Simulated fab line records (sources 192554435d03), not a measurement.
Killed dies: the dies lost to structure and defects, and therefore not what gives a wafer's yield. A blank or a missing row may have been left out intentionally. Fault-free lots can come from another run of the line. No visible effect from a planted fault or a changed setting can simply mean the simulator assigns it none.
fab line records -- flow n5-finfet
[record] lots = 12, wafers = 34, last-day = 17
route steps=1938 shown BEOL_M11@1591 PASSIVATION@1936
lots that met no fault: taken from a fault-free run of the same line
start-h: the number of hours between the record's first day and the start of the first shown wafer of the lot -- wait-h: hours from the lot's prior step to this one -- " repeats the value in the row above -- L1.1+2: a row that stands for several wafers -- - value missing, or start not given -- * or withheld: withheld -- < > ~ a bound
route shown NAME@n: names a module that has steps shown in the file, with the first one's number in the route -- usual: the fault-free wafers' mean and standard deviation -- same: alike in all rows -- chamber/n: place in a boat -- sites: each site's reading -- _std_site: their standard deviation -- _edge_site: outer sites' mean less inner sites' -- radius-mm: for every site, how far away it sits from the centre of the wafer -- mask NAME#n: copy n -- behind: the last tool/chamber to shape the wafer -- hold: what put the lot on hold/how long, in hours/how the hold closed -- device: the n, p or np transistor that did not switch -- end of line: at the end of the route, the tests of the same wafers -- where a step has no rows: the recipe by itself -- killed: not the wafer's yield, but the dies lost to structure and defects at the first sort -- map: a wafer's dies, marking killed ones x, the rest . and places with no die _
set.NAME: the setting as run; set.NAME@STEP: as run at that earlier step -- model.NAME: the simulator's own value behind a step, which no gauge read
route steps across a sampled set of lots; one table per step, one row per wafer
services: the hour from which a tool's chamber was out of use, counted from the record's first day as start-h (under 0 if before that day), plus the number of hours and why
[[steps]]
[step N5_BEOL_M11_SURFACE_TREAT_76]
[recipe] gas = Ar, time-s = *, ion-energy-ev = *, ion-current-ma-cm2 = 0.5, pressure-mtorr = *, ar-flow-sccm = 30
[usual] throttle-valve-pct = *
lot.wafer,tool,chamber,start-h,wait-h,throttle-valve-pct
L434.4,pvd-sputter-03,-,269.96,0.5,*
L434.5,pvd-sputter-03,-,269.96,0.5,*
L434.6,pvd-sputter-03,-,269.96,0.5,*
L435.2,pvd-sputter-01,-,272.37,0.2,*
L435.5,pvd-sputter-01,-,272.37,0.2,*
L435.6,pvd-sputter-01,-,272.37,0.2,*
L436.3,pvd-sputter-01,-,277.05,0.2,*
L436.4,pvd-sputter-01,-,277.05,0.2,*
L436.6,pvd-sputter-01,-,277.05,0.2,*
L437.2,pvd-sputter-01,-,277.17,0.2,*
L437.3,pvd-sputter-01,-,277.17,0.2,*
L437.4,pvd-sputter-01,-,277.17,0.2,*
L441.3,pvd-sputter-01,-,282.21,0.3,*
L441.5,pvd-sputter-01,-,282.21,0.3,*
L441.6,pvd-sputter-01,-,282.21,0.3,*
L439.1,pvd-sputter-03,-,307.37,0.2,*
L439.4,pvd-sputter-03,-,307.37,0.2,*
L439.5,pvd-sputter-03,-,307.37,0.2,*
L442.2,pvd-sputter-03,-,318.32,0.2,*
L442.3,pvd-sputter-03,-,318.32,0.2,*
L442.5,pvd-sputter-03,-,318.32,0.2,*
L440.1,pvd-sputter-03,-,319.22,0.2,*
L440.3,pvd-sputter-03,-,319.22,0.2,*
L440.4,pvd-sputter-03,-,319.22,0.2,*
L446.1,pvd-sputter-03,-,320.63,0.2,*
L446.5,pvd-sputter-03,-,320.63,0.2,*
L446.6,pvd-sputter-03,-,320.63,0.2,*
L443.2,pvd-sputter-02,-,327.43,0.3,*
L443.3,pvd-sputter-02,-,327.43,0.3,*
L443.4,pvd-sputter-02,-,327.43,0.3,*
L448.3,pvd-sputter-02,-,354.97,0.2,*
L448.4,pvd-sputter-02,-,354.97,0.2,*
L449.2,pvd-sputter-01,-,355.46,0.2,*
L449.3,pvd-sputter-01,-,355.46,0.2,*
[step N5_BEOL_M11_CVD_75]
[recipe] material = Co, target-thk-a = 20, temp-c = withheld, precursor = CCTBA/H2, pressure-torr = 30, time-s = 138.9
[usual] chamber-pressure-Torr = 30.01/0.058, run-length-s = 161.7/0.68
lot.wafer,tool,chamber,start-h,wait-h,chamber-pressure-Torr,run-length-s
L434.4,cvd-co-01,0,270.30,0.3,30.00,161.4
L434.5,cvd-co-01,1,270.30,0.3,30.04,162.9
L434.6,cvd-co-01,2,270.30,0.3,29.97,162.3
L435.2,cvd-co-02,0,272.43,0.0,30.03,161.9
L435.5,cvd-co-02,0,272.43,0.0,30.08,162.4
L435.6,cvd-co-02,2,272.43,0.0,29.97,162.6
L436.3,cvd-co-02,1,277.13,0.1,29.98,160.5
L436.4,cvd-co-02,0,277.13,0.1,30.00,162.9
L436.6,cvd-co-02,1,277.13,0.1,30.07,160.5
L437.2,cvd-co-02,0,277.25,0.1,29.92,161.9
L437.3,cvd-co-02,1,277.25,0.1,30.11,160.6
L437.4,cvd-co-02,0,277.25,0.1,30.02,162.1
L441.3,cvd-co-01,0,282.27,0.0,30.02,161.5
L441.5,cvd-co-01,1,282.27,0.0,30.01,162.2
L441.6,cvd-co-01,2,282.27,0.0,30.04,161.8
L439.1,cvd-co-01,2,307.43,0.0,30.10,161.9
L439.4,cvd-co-01,1,307.43,0.0,30.07,162.4
L439.5,cvd-co-01,0,307.43,0.0,30.00,161.4
L442.2,cvd-co-01,0,318.38,0.0,30.03,160.7
L442.3,cvd-co-01,2,318.38,0.0,29.96,162.6
L442.5,cvd-co-01,2,318.38,0.0,29.92,162.2
L440.1,cvd-co-02,1,319.28,0.0,29.99,160.6
L440.3,cvd-co-02,0,319.28,0.0,29.96,162.4
L440.4,cvd-co-02,0,319.28,0.0,29.97,162.1
L446.1,cvd-co-02,2,320.92,0.3,30.10,162.1
L446.5,cvd-co-02,2,320.92,0.3,30.02,161.6
L446.6,cvd-co-02,0,320.92,0.3,29.97,162.6
L443.2,cvd-co-02,1,327.52,0.1,29.97,160.5
L443.3,cvd-co-02,0,327.52,0.1,30.03,162.3
L443.4,cvd-co-02,1,327.52,0.1,29.92,161.6
L448.3,cvd-co-02,2,355.03,0.0,30.02,65.8
L448.4,cvd-co-02,1,355.03,0.0,29.90,64.6
L449.2,cvd-co-02,0,355.57,0.1,30.00,162.2
L449.3,cvd-co-02,1,355.57,0.1,30.00,64.4
[step N5_BEOL_M11_SPUTTER_48]
[recipe] material = Cu, target-thk-a = 120, temp-c = -20, bias-v = 60, power-w = 26000, chamber-pressure-pa = 0.13, time-s = 2
[usual] susceptor-temp-C = -20.00/0.11, throttle-valve-pct = 29.9/0.87
lot.wafer,tool,chamber,start-h,wait-h,susceptor-temp-C,throttle-valve-pct
L434.4,pvd-sputter-01,-,271.41,1.1,-20.00,30.9
L434.5,pvd-sputter-01,-,271.41,1.1,-19.92,31.0
L434.6,pvd-sputter-01,-,271.41,1.1,-19.73,30.4
L435.2,pvd-sputter-01,-,272.59,0.1,-19.73,30.9
L435.5,pvd-sputter-01,-,272.59,0.1,-19.81,30.4
L435.6,pvd-sputter-01,-,272.59,0.1,-20.02,29.2
L436.3,pvd-sputter-01,-,277.29,0.1,-20.02,30.4
L436.4,pvd-sputter-01,-,277.29,0.1,-19.74,30.7
L436.6,pvd-sputter-01,-,277.29,0.1,-20.06,30.7
L437.2,pvd-sputter-01,-,277.37,0.1,-20.13,30.3
L437.3,pvd-sputter-01,-,277.37,0.1,-20.28,28.8
L437.4,pvd-sputter-01,-,277.37,0.1,-20.20,29.9
L441.3,pvd-sputter-02,-,282.38,0.1,-19.97,30.0
L441.5,pvd-sputter-02,-,282.38,0.1,-19.93,29.8
L441.6,pvd-sputter-02,-,282.38,0.1,-20.01,29.9
L439.1,pvd-sputter-03,-,307.59,0.1,-20.06,31.5
L439.4,pvd-sputter-03,-,307.59,0.1,-20.18,28.1
L439.5,pvd-sputter-03,-,307.59,0.1,-20.10,28.1
L442.2,pvd-sputter-02,-,318.52,0.1,-20.00,29.6
L442.3,pvd-sputter-02,-,318.52,0.1,-19.72,30.5
L442.5,pvd-sputter-02,-,318.52,0.1,-19.92,29.6
L440.1,pvd-sputter-02,-,319.40,0.1,-19.83,29.7
L440.3,pvd-sputter-02,-,319.40,0.1,-20.13,30.1
L440.4,pvd-sputter-02,-,319.40,0.1,-19.91,30.6
L446.1,pvd-sputter-03,-,321.10,0.1,-20.02,29.0
L446.5,pvd-sputter-03,-,321.10,0.1,-20.02,31.4
L446.6,pvd-sputter-03,-,321.10,0.1,-20.01,29.3
L443.2,pvd-sputter-01,-,327.65,0.1,-20.07,30.5
L443.3,pvd-sputter-01,-,327.65,0.1,-20.07,30.3
L443.4,pvd-sputter-01,-,327.65,0.1,-20.00,29.0
L448.3,pvd-sputter-01,-,355.16,0.1,-19.90,30.5
L448.4,pvd-sputter-01,-,355.16,0.1,-19.97,30.4
L449.2,pvd-sputter-03,-,355.72,0.1,-19.93,31.6
L449.3,pvd-sputter-03,-,355.72,0.1,-19.92,29.3
[step N5_BEOL_M11_DEP_56]
[recipe] material = SiCN, target-thk-a = 300, temp-c = withheld, precursor = 3MS/NH3, pressure-torr = 3, rf-w = 675, time-s = 10.5
[usual] chamber-pressure-Torr = 3.000/0.0066, showerhead-plenum-p-Torr = 4.166/0.018, showerhead-vpp-V = 1654/130, throttle-valve-pct = 18.1/0.99
lot.wafer,tool,chamber,start-h,wait-h,chamber-pressure-Torr,showerhead-plenum-p-Torr,showerhead-vpp-V,throttle-valve-pct
L434.4,pecvd-04,0,272.31,0.0,3.006,4.187,1800,17.9
L434.5,pecvd-04,1,272.31,0.0,2.999,4.151,1897,18.2
L434.6,pecvd-04,2,272.31,0.0,3.007,4.127,1570,16.7
L435.2,pecvd-02,1,273.76,0.0,2.998,4.177,1436,19.3
L435.5,pecvd-02,0,273.76,0.0,2.990,4.193,1623,18.1
L435.6,pecvd-02,1,273.76,0.0,2.994,4.163,1483,19.4
L436.3,pecvd-04,0,278.18,0.0,3.003,4.194,1804,17.9
L436.4,pecvd-04,0,278.18,0.0,3.009,4.179,1812,17.8
L436.6,pecvd-04,1,278.18,0.0,2.996,4.152,1861,18.0
L437.2,pecvd-02,0,278.27,0.0,3.016,4.188,1612,18.4
L437.3,pecvd-02,1,278.27,0.0,3.008,4.155,1474,19.1
L437.4,pecvd-02,1,278.27,0.0,2.998,4.158,1449,19.2
L441.3,pecvd-04,1,283.54,0.0,2.995,4.144,1877,18.3
L441.5,pecvd-04,0,283.54,0.0,2.995,4.185,1837,18.1
L441.6,pecvd-04,2,283.54,0.0,3.001,4.150,1599,16.8
L439.1,pecvd-04,2,308.84,0.0,3.010,4.140,1619,16.9
L439.4,pecvd-04,0,308.84,0.0,3.000,4.179,1819,18.2
L439.5,pecvd-04,1,308.84,0.0,3.012,4.152,1862,18.2
L442.2,pecvd-02,1,319.40,0.0,2.995,4.160,1484,19.3
L442.3,pecvd-02,2,319.40,0.0,2.996,4.166,1638,17.2
L442.5,pecvd-02,0,319.40,0.0,2.993,4.183,1660,18.2
L440.1,pecvd-04,2,320.74,0.0,2.993,4.137,1604,17.0
L440.3,pecvd-04,0,320.74,0.0,2.998,4.190,1819,18.2
L440.4,pecvd-04,2,320.74,0.0,3.001,4.145,1604,16.8
L446.1,pecvd-02,1,321.99,0.0,3.005,4.162,1447,19.6
L446.5,pecvd-02,0,321.99,0.0,3.009,4.190,1626,18.1
L446.6,pecvd-02,2,321.99,0.0,3.001,4.166,1649,17.1
L443.2,pecvd-04,0,329.05,0.0,3.001,4.182,1807,18.1
L443.3,pecvd-04,2,329.05,0.0,3.001,4.126,1579,16.9
L443.4,pecvd-04,2,329.05,0.0,3.001,4.129,1604,16.9
L448.3,pecvd-04,2,356.04,0.0,3.006,4.142,1606,16.9
L448.4,pecvd-04,0,356.04,0.0,3.007,4.186,1827,18.1
L449.2,pecvd-02,2,357.41,0.0,3.004,4.162,1596,17.4
L449.3,pecvd-02,0,357.41,0.0,3.004,4.195,1618,18.2
[step N5_PASSIVATION_PROBE_49]
[usual] defect-limited-yield = 91.1/1.5, killed_at_M0_to_M3 = 33/9.9, killed_at_M4_up = 14/5.2, killed-at-contacts = 12/6.7, killed-at-front-end = 43/13, killed-at-other = 3.4/2.7, killed-dies = 105/17, killed-open = 69/13, killed-short = 33/7.5, sort_bin_5_function = 5.2/0.91, sort_bin_6_memory = 3.3/0.71, sort_bin_8_speed = 0.00/0.032, sort-n-pass = 1075/17, sort-yield-pct = 91.1/1.5
[same] gross-dies = 1180, killed-at-back-side = 0, sort_bin_4_leakage[%] = 0
lot.wafer,tool,chamber,start-h,wait-h,defect-limited-yield[%],killed_at_M0_to_M3,killed_at_M4_up,killed-at-contacts,killed-at-front-end,killed-at-other,killed-dies,killed-open,killed-short,sort_bin_5_function[%],sort_bin_6_memory[%],sort_bin_8_speed[%],sort-n-pass,sort-yield-pct[%]
L442.5,prober-01,-,356.59,0.2,88.1,41,12,31,52,5,141,91,50,7.0,4.3,0,1039,88.1
// killed by level:class
L442.5 MOL_CONTACT_COAG:geometric-particle:open=26 STI_FIN_REVEAL:geometric-particle:open=21 BEOL_M0_SAQP:geometric-particle:open=10 BEOL_M0_SAQP:geometric-particle:short=9 FIN_SAQP:geometric-particle:short=7 BEOL_M3:geometric-particle:open=7 FIN_SAQP:geometric-particle:open=5 STI_FIN_REVEAL:geometric-particle:short=5
[[services]]
tool,chamber,start-h,hours,kind
cvd-co-01,-,255.69,0.6,repair
pecvd-02,2,271.16,5.5,scheduled-down
pecvd-02,0,298.62,5.5,scheduled-down
cvd-co-02,-,303.82,0.4,repair
pvd-sputter-01,-,312.40,8.6,repair
pecvd-02,0,331.53,2.1,scheduled-down
cvd-co-01,1,333.33,-,clean
cvd-co-01,1,333.33,22.0,scheduled-down
cvd-co-01,1,333.33,22.0,vent-cycle
pecvd-04,2,349.70,5.5,scheduled-down
[[key]]
[first-sign] step = N5_BEOL_M11_CVD_75, reading = run-length-s, direction = down, sigmas = 99+, usual = *, struck = *
effect none on later readings
met-at N5_BEOL_M11_CVD_75
struck-lots L448,L449
struck-wafers L448.3,L448.4,L449.3
not-acting-at N5_BEOL_M11_SURFACE_TREAT_76,N5_BEOL_M11_SPUTTER_48,N5_BEOL_M11_DEP_56
onset-between 327.52 355.03
[fault] kind = process-parameter-drift, tool = cvd-co-02, chamber = -, onset-h = 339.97, steps = N5_BEOL_M11_CVD_75, channel = time-s, offset = *, shape = step, end-h = 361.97, scope = struck-wafers-only, acts-in = *, stated = *
